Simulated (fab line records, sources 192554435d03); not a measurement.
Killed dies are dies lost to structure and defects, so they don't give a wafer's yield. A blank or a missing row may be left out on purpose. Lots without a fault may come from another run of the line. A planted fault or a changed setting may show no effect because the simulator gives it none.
Split-lot experiment | flow n5_finfet | 7 lots, 34 wafers read, on a route of 1938 steps

THE SPLIT
At N5_BEOL_M13_TRENCH_ETCH_34 (etches SiOC in C4F8/O2/Ar, target depth 413.47 nm, time 162.6 s), the setting time_s was moved away from the recipe's 162.6 s on 11 of the 34 wafers read, by -58.2% to +59.0%. The other wafers ran this setting at the recipe's value.

FROM THE SPLIT TO THE READING: what the file shows between them, 10 steps
- N5_BEOL_M13_STRIP_70: strips in C4F8/O2/Ar
- N5_BEOL_M13_OCD_MEAS_35
- N5_BEOL_M13_STRIP_37: strips in N2/H2
- N5_BEOL_M13_ETCH_38: etches SiCN in CF4/N2, target depth 67.5 nm, time 71.9 s
- N5_BEOL_M13_ECD_47: material Cu, target thk 936 nm
- N5_BEOL_M13_ANNEAL_48: time 90 s
- N5_BEOL_M13_CMP_49: polishes, stops on SiOC, t overpolish 17.1 s, target thk 420 nm
- N5_BEOL_M13_THK_MEAS_50: measures by xrf
- N5_BEOL_M13_PRE_CLEAN_52: time 15 s
- N5_BEOL_M13_DEP_53: deposits SiCN from 3MS/NH3, target thk 50 nm, time 17.8 s

THE READING
M13_RS, in ohm/sq, at N5_BEOL_M13_RS_MEAS_54 (measures by four-point-probe). Fault-free wafers of this fab line usually give 0.0447 ohm/sq, standard deviation 0.00078 ohm/sq.

wafer  | tool, chamber at the split | time_s as run, s | against the recipe | M13_RS, ohm/sq | against lot-mates on the recipe
L074.2 | rie_diel-02, 2             | 162.6            | recipe             | 0.0460         | -
L074.3 | rie_diel-02, 1             | 80.05            | -50.8%             | 0.0934         | +0.0475
L074.5 | rie_diel-02, 2             | 162.6            | recipe             | 0.0458         | -
L074.6 | rie_diel-02, 1             | 80.05            | -50.8%             | 0.0928         | +0.0469
L081.1 | rie_diel-02, 2             | 227.9            | +40.2%             | 0.0320         | -0.0127
L081.2 | rie_diel-02, 0             | 162.6            | recipe             | 0.0441         | -
L081.3 | rie_diel-02, 1             | 227.9            | +40.2%             | 0.0324         | -0.0123
L081.4 | rie_diel-02, 3             | 227.9            | +40.2%             | 0.0320         | -0.0127
L081.5 | rie_diel-02, 1             | 162.6            | recipe             | 0.0459         | -
L081.6 | rie_diel-02, 0             | 162.6            | recipe             | 0.0440         | -
L079.2 | rie_diel-03, 2             | 162.6            | recipe             | 0.0450         | -
L079.3 | rie_diel-03, 3             | 162.6            | recipe             | 0.0444         | -
L079.5 | rie_diel-03, 2             | 162.6            | recipe             | 0.0450         | -
L082.1 | rie_diel-06, 3             | 162.6            | recipe             | 0.0447         | -
L082.2 | rie_diel-06, 1             | 162.6            | recipe             | 0.0432         | -
L082.3 | rie_diel-06, 0             | 162.6            | recipe             | 0.0444         | -
L082.4 | rie_diel-06, 2             | 162.6            | recipe             | 0.0459         | -
L082.5 | rie_diel-06, 3             | 162.6            | recipe             | 0.0450         | -
L082.6 | rie_diel-06, 2             | 162.6            | recipe             | 0.0463         | -
L090.1 | rie_diel-02, 1             | 67.97            | -58.2%             | 0.1094         | +0.0650
L090.2 | rie_diel-02, 0             | 162.6            | recipe             | 0.0436         | -
L090.3 | rie_diel-02, 3             | 162.6            | recipe             | 0.0448         | -
L090.4 | rie_diel-02, 2             | 67.97            | -58.2%             | 0.1131         | +0.0687
L090.5 | rie_diel-02, 2             | 67.97            | -58.2%             | 0.1116         | +0.0672
L090.6 | rie_diel-02, 3             | 162.6            | recipe             | 0.0447         | -
L092.1 | rie_diel-06, 3             | 162.6            | recipe             | 0.0449         | -
L092.3 | rie_diel-06, 0             | 162.6            | recipe             | 0.0440         | -
L092.5 | rie_diel-06, 2             | 162.6            | recipe             | 0.0459         | -
L095.1 | rie_diel-06, 3             | 258.5            | +59.0%             | 0.0285         | -0.0157
L095.2 | rie_diel-06, 2             | 162.6            | recipe             | 0.0455         | -
L095.3 | rie_diel-06, 1             | 162.6            | recipe             | 0.0436         | -
L095.4 | rie_diel-06, 0             | 258.5            | +59.0%             | 0.0283         | -0.0159
L095.5 | rie_diel-06, 0             | 258.5            | +59.0%             | 0.0279         | -0.0163
L095.6 | rie_diel-06, 1             | 162.6            | recipe             | 0.0435         | -

THE FIT
A straight line over all 34 wafers: M13_RS changes by -0.000691 ohm/sq for each +1% of time_s; r = -0.90; the points scatter about the line by 0.01 ohm/sq.
The same after taking each lot's own level away (the mean of its wafers on the recipe; 34 wafers): -0.000685 ohm/sq for each +1%; r = -0.90; scatter 0.01 ohm/sq.
On that fit, the largest move of time_s shifts the reading by 0.04 ohm/sq.
The lots' own levels span 0.04420 to 0.04590 ohm/sq, that is 2.2 times the standard deviation above.
So the lot-to-lot level changes the slope little: the two slopes agree.
Check: with one of the wafers moved furthest among these (+59.0%) left out of the fit, the line predicts -0.0368 ohm/sq for it against its lot-mates. It came out at -0.0157 ohm/sq against them.

OTHER SPLITS ON THESE WAFERS
These wafers also went through other splits before the reading. Each is held against what the fit with the lots' levels taken away leaves over:
other split on the same wafers | wafers away from the commonest value | r with M13_RS (lot level and that fit taken away)
N5_BEOL_M8_PECVD_70 time_s     | 12                                   | +0.19
N5_BEOL_M10_ETCH_62 time_s     | 7                                    | +0.15

THE WHOLE CHAIN: every reading that the file lists as answering this split, in the file's order
step                       | what it does                                                    | reading                                                                       | change (the file's fit)               | r (the file's)
N5_BEOL_M13_TRENCH_ETCH_34 | etches SiOC in C4F8/O2/Ar, target depth 413.47 nm, time 162.6 s | etch.depth_nm (the simulator's own value, which no gauge read)                | +4.09 nm for each +1% of the setting  | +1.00
N5_BEOL_M13_OCD_MEAS_35    |                                                                 | trench_depth_nm                                                               | +4.06 nm for each +1% of the setting  | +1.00
N5_BEOL_M13_CMP_49         | polishes, stops on SiOC, t overpolish 17.1 s, target thk 420 nm | Cu_of_BEOL_M13_ECD_47.thk_nm (the simulator's own value, which no gauge read) | +4.09 nm for each +1% of the setting  | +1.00
N5_BEOL_M13_THK_MEAS_50    | measures by xrf                                                 | M13_THK                                                                       | +4.21 for each +1% of the setting     | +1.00
N5_BEOL_M13_RS_MEAS_54     | measures by four-point-probe                                    | M13_RS                                                                        | -0.000681 for each +1% of the setting | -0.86

THE FILE'S OWN FIT
M13_RS changes by -0.000681 ohm/sq for each +1% of time_s, r = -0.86.
